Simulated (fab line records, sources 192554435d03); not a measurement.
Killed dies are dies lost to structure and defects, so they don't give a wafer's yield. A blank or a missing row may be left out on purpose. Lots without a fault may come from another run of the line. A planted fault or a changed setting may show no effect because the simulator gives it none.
Chamber matching | flow n5_finfet | N5_BEOL_M2_PRE_CLEAN_60 on cvd_co-02: 3 sister chambers
The step time 15 s. 3 wafers are shown with their chamber, then 6 later ones without.

WAFERS WITH THEIR CHAMBER
wafer  | chamber | heater_power_w (W)
L509.6 | 0       | 113
L508.1 | 2       | 51
L508.4 | 1       | 68

WAFERS WITHOUT THEIR CHAMBER
wafer  | heater_power_w (W)
L508.6 | 52
L510.5 | 53
L510.6 | 68
L511.2 | 110
L511.3 | 70
L511.4 | 52

WHICH CHAMBER EACH WENT THROUGH
wafer  | from the rows above | in truth
L508.6 | 2                   | 2
L510.5 | 2                   | 2
L510.6 | 1                   | 1
L511.2 | 0                   | 0
L511.3 | 1                   | 1
L511.4 | 2                   | 2
Placed correctly: 6 of 6. Can't be placed from these rows: 0. Placed wrongly: 0.
How it was worked out, from the rows above alone: a wafer's distance from a chamber is the root of the sum, over the readings, of the square of ((its reading less the chamber's mean) divided by the reading's scatter). The wafer belongs to the nearest chamber; if the next one is less than 2 further off, it can't be placed. A chamber's mean is the mean of its shown wafers. The scatter: with one shown wafer a chamber, the root of the mean of the squares of how far each hidden wafer lies from its nearest shown one.
